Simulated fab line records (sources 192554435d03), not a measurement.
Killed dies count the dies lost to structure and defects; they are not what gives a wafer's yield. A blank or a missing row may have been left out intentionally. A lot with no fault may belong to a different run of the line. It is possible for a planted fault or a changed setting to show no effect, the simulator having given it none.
What tool caused it? | flow n5-finfet | 42 wafers from 14 lots sampled at 6 of the route's 1938 steps

## WHAT THE GAUGES READ, wafer by wafer
N5_BEOL_M6_CD_MEAS_35: target cd 40 nm, target cd y 28 nm.
lot  | measured     | on        | cd-nm (nm)
L948 | day 8 20:28  | cd-sem-03 | 40.1 39.7 40.6
L949 | day 9 00:57  | cd-sem-01 | 39.8 39.7 39.8
L950 | day 9 08:56  | cd-sem-02 | 39.9 40.2 39.5
L951 | day 9 16:12  | cd-sem-02 | 39.7 39.5 39.8
L959 | day 11 17:32 | cd-sem-03 | 40.1 39.9 40.9
L960 | day 12 08:42 | cd-sem-03 | 39.6 40.5 39.6
L963 | day 12 14:11 | cd-sem-01 | 39.7 40.2 40.2
L965 | day 12 16:12 | cd-sem-02 | 40.0 40.7 39.9
L964 | day 12 18:48 | cd-sem-03 | 39.7 39.4 40.3
L967 | day 13 14:12 | cd-sem-02 | 39.7 40.1 40.4
L966 | day 13 14:36 | cd-sem-01 | 40.0 40.1 39.4
L969 | day 14 10:35 | cd-sem-03 | 40.1 39.3 39.6
L968 | day 14 19:43 | cd-sem-03 | 39.8 39.7 39.8
L970 | day 15 00:23 | cd-sem-01 | 40.5 40.7 40.3

N5_BEOL_M6_INSPECT_58: inspects for defects (darkfield).
lot  | measured     | on                | raw-defect-count
L948 | day 9 00:01  | defect-inspect-01 | 68 50 63
L949 | day 9 04:14  | defect-inspect-02 | 37 71 94
L950 | day 9 11:56  | defect-inspect-01 | 51 54 44
L951 | day 9 18:29  | defect-inspect-02 | 58 38 58
L959 | day 11 20:19 | defect-inspect-02 | 83 73 70
L960 | day 12 13:22 | defect-inspect-01 | 34 50 64
L963 | day 12 16:43 | defect-inspect-02 | 88 97 58
L965 | day 12 19:35 | defect-inspect-01 | 28 36 30
L964 | day 12 21:44 | defect-inspect-01 | 118 78 72
L967 | day 13 17:53 | defect-inspect-01 | 81 92 69
L966 | day 13 18:35 | defect-inspect-02 | 122 63 95
L969 | day 14 13:49 | defect-inspect-02 | 59 68 80
L968 | day 14 22:36 | defect-inspect-02 | 96 69 78
L970 | day 15 02:53 | defect-inspect-02 | 41 69 72

N5_BEOL_M7_CD_MEAS_18: pitch 80 nm, target cd 40 nm.
lot  | measured     | on        | cd-nm (nm)
L948 | day 9 03:44  | cd-sem-01 | 39.7 39.4 40.2
L949 | day 9 06:25  | cd-sem-02 | 39.7 39.7 39.7
L950 | day 9 14:33  | cd-sem-01 | 39.6 39.6 39.5
L951 | day 9 20:50  | cd-sem-02 | 39.6 39.7 39.9
L959 | day 11 23:10 | cd-sem-02 | - - -
L960 | day 12 16:16 | cd-sem-01 | - - -
L963 | day 12 19:33 | cd-sem-03 | 40.9 40.2 40.4
L965 | day 12 22:14 | cd-sem-02 | 40.3 40.3 40.2
L964 | day 13 01:01 | cd-sem-01 | 40.9 40.1 39.5
L967 | day 13 23:37 | cd-sem-03 | 39.9 40.1 40.4
L966 | day 14 00:12 | cd-sem-01 | 40.2 39.8 40.1
L969 | day 14 21:06 | cd-sem-02 | 38.8 39.8 40.0
L968 | day 15 01:34 | cd-sem-03 | 40.3 40.1 39.5
L970 | day 15 06:49 | cd-sem-01 | 40.5 40.5 40.6

## TOOL THAT RAN EACH LOT (tool first, then ch and the chambers of the sampled wafers, then the start)
lot  | N5_BEOL_M6_SPUTTER_48        | N5_BEOL_M7_HM_DEP_02         | N5_BEOL_M7_HM_OPEN_17
L948 | pvd-sputter-01, day 8 22:46  | pvd-sputter-01, day 9 02:33  | rie-metal-03 ch 0,1, day 9 03:31
L949 | pvd-sputter-02, day 9 03:17  | pvd-sputter-03, day 9 05:30  | rie-metal-03 ch 0,1, day 9 06:14
L950 | pvd-sputter-01, day 9 10:39  | pvd-sputter-02, day 9 13:35  | rie-metal-01 ch 0,1, day 9 14:23
L951 | pvd-sputter-03, day 9 17:29  | pvd-sputter-02, day 9 19:47  | rie-metal-01 ch 0,1, day 9 20:40
L959 | pvd-sputter-02, day 11 18:46 | pvd-sputter-02, day 11 21:43 | rie-metal-02 ch 1, day 11 22:46
L960 | pvd-sputter-02, day 12 12:14 | pvd-sputter-01, day 12 15:01 | rie-metal-02 ch 0,1, day 12 15:53
L963 | pvd-sputter-02, day 12 15:42 | pvd-sputter-03, day 12 18:27 | rie-metal-01 ch 1, day 12 19:22
L965 | pvd-sputter-03, day 12 18:38 | pvd-sputter-01, day 12 21:11 | rie-metal-01 ch 0,1, day 12 22:02
L964 | pvd-sputter-02, day 12 20:46 | pvd-sputter-03, day 13 00:03 | rie-metal-02 ch 0,1, day 13 00:47
L967 | pvd-sputter-03, day 13 16:55 | pvd-sputter-01, day 13 22:34 | rie-metal-02 ch 0,1, day 13 23:25
L966 | pvd-sputter-02, day 13 17:37 | pvd-sputter-03, day 13 22:37 | rie-metal-01 ch 0,1, day 13 23:58
L969 | pvd-sputter-02, day 14 12:23 | pvd-sputter-02, day 14 18:55 | rie-metal-01 ch 0,1, day 14 20:55
L968 | pvd-sputter-02, day 14 21:38 | pvd-sputter-03, day 15 00:22 | rie-metal-01 ch 1, day 15 01:16
L970 | pvd-sputter-01, day 15 01:55 | pvd-sputter-01, day 15 05:37 | rie-metal-01 ch 1, day 15 06:31
- N5_BEOL_M6_SPUTTER_48: material Cu, target thk 10 nm, time 1.667 s.
- N5_BEOL_M7_HM_DEP_02: deposits TiN, target thk 20 nm.
- N5_BEOL_M7_HM_OPEN_17: chemistry Cl2/BCl3, target TiN, target depth 20 nm, overetch 6 nm.

## AS READ BY THE TOOLS THEMSELVES (means over the sampled wafers that have a number; for cases with no such wafer, the mark the record gives instead)
N5_BEOL_M6_SPUTTER_48.
lot  | tool           | substrate-temp-c (C) | throttle-valve-pct (%)
L948 | pvd-sputter-01 | -20.03               | 30.3
L949 | pvd-sputter-02 | -19.92               | 30.3
L950 | pvd-sputter-01 | -19.99               | 30.3
L951 | pvd-sputter-03 | -20.09               | 29.6
L959 | pvd-sputter-02 | -20.06               | 31.3
L960 | pvd-sputter-02 | -19.97               | 30.5
L963 | pvd-sputter-02 | -20.04               | 30.4
L965 | pvd-sputter-03 | -20.00               | 30.2
L964 | pvd-sputter-02 | -19.86               | 29.5
L967 | pvd-sputter-03 | -20.04               | 29.6
L966 | pvd-sputter-02 | -19.91               | 32.2
L969 | pvd-sputter-02 | -19.94               | 30.5
L968 | pvd-sputter-02 | -19.95               | 29.0
L970 | pvd-sputter-01 | -20.02               | 30.3

N5_BEOL_M7_HM_DEP_02.
lot  | tool           | chamber-pressure-pa (Pa) | substrate-temp-c (C) | throttle-valve-pct (%)
L948 | pvd-sputter-01 | 0.5006                   | 25.05                | 30.1
L949 | pvd-sputter-03 | 0.4998                   | 25.06                | 29.7
L950 | pvd-sputter-02 | 0.4998                   | 25.01                | 30.4
L951 | pvd-sputter-02 | 0.5004                   | 25.10                | 29.5
L959 | pvd-sputter-02 | -                        | -                    | -
L960 | pvd-sputter-01 | -                        | -                    | -
L963 | pvd-sputter-03 | 0.5006                   | 25.05                | 29.9
L965 | pvd-sputter-01 | 0.4998                   | 24.99                | 30.1
L964 | pvd-sputter-03 | 0.5002                   | 25.03                | 30.1
L967 | pvd-sputter-01 | 0.4999                   | 25.05                | 30.4
L966 | pvd-sputter-03 | 0.4999                   | 25.05                | 30.1
L969 | pvd-sputter-02 | 0.5005                   | 25.02                | 30.3
L968 | pvd-sputter-03 | 0.5003                   | 24.92                | 30.1
L970 | pvd-sputter-01 | 0.5000                   | 24.92                | 29.8

N5_BEOL_M7_HM_OPEN_17.
lot  | tool         | bias-w (W) | drypump-motor-current-A (A) | mfc-cl2-sccm (sccm) | oes-product-au (a.u.) | throttle-valve-pct (%)
L948 | rie-metal-03 | 126.0      | 6.0                         | 53.29               | 0.74                  | 22.14
L949 | rie-metal-03 | 126.3      | 5.9                         | 53.12               | 0.74                  | 22.14
L950 | rie-metal-01 | 126.4      | 5.6                         | 53.36               | 0.64                  | 21.91
L951 | rie-metal-01 | 126.3      | 5.6                         | 53.19               | 0.64                  | 21.90
L959 | rie-metal-02 | 126.1      | 6.0                         | 53.23               | 0.33                  | 22.62
L960 | rie-metal-02 | 126.0      | 5.6                         | 53.15               | 0.31                  | 22.64
L963 | rie-metal-01 | 125.4      | 5.2                         | 53.26               | 0.66                  | 21.82
L965 | rie-metal-01 | 125.6      | 6.0                         | 53.34               | 0.59                  | 22.01
L964 | rie-metal-02 | 126.2      | 5.2                         | 53.24               | 0.69                  | 22.00
L967 | rie-metal-02 | 126.1      | 5.6                         | 53.23               | 0.71                  | 21.99
L966 | rie-metal-01 | 126.2      | 6.0                         | 53.43               | 0.57                  | 22.03
L969 | rie-metal-01 | 126.2      | 5.6                         | 53.15               | 0.61                  | 21.94
L968 | rie-metal-01 | 126.2      | 5.2                         | 53.18               | 0.65                  | 21.82
L970 | rie-metal-01 | 126.1      | 5.2                         | 53.23               | 0.65                  | 21.83

## THE ANSWER, worked out from the rows above alone
Rule: the lots themselves supply what counts as usual. Put in order of their means at a reading, lots are off if they are a third of the lots or fewer, leave a main group of 4 or more, and stand apart from it by a gap of 3 or more times the standard deviation of the main group's means; of several such gaps the widest counts. Not used: any main group whose means are identical at the precision the tables above print for the reading. A lot without any number at a reading at which 4 lots or more have one is off too. All remaining lots with rows at the step are treated as sound. Order of review: gauges by route order, followed by the tools' own readings, for which a lot's mean as printed above is used. At the first step where some lot is off, the reading lying furthest off is the one used; lots without a number count as furthest.
Off, at N5_BEOL_M7_CD_MEAS_18 on cd-nm: L959, L960. Without a number there: L959, L960. Mean 40.0 nm and standard deviation 0.33 in the main group.
A tool fits if, at a process step before that reading, it ran every lot that is off, and no sound lot after the first of them. Not tried: the gauges at N5_BEOL_M7_CD_MEAS_18; whatever is off there is also off at N5_BEOL_M7_HM_DEP_02, on other tools, and gauge error can't account for it. Of those tried, none fits.

## WHAT WAS PUT IN BY THE SIMULATOR
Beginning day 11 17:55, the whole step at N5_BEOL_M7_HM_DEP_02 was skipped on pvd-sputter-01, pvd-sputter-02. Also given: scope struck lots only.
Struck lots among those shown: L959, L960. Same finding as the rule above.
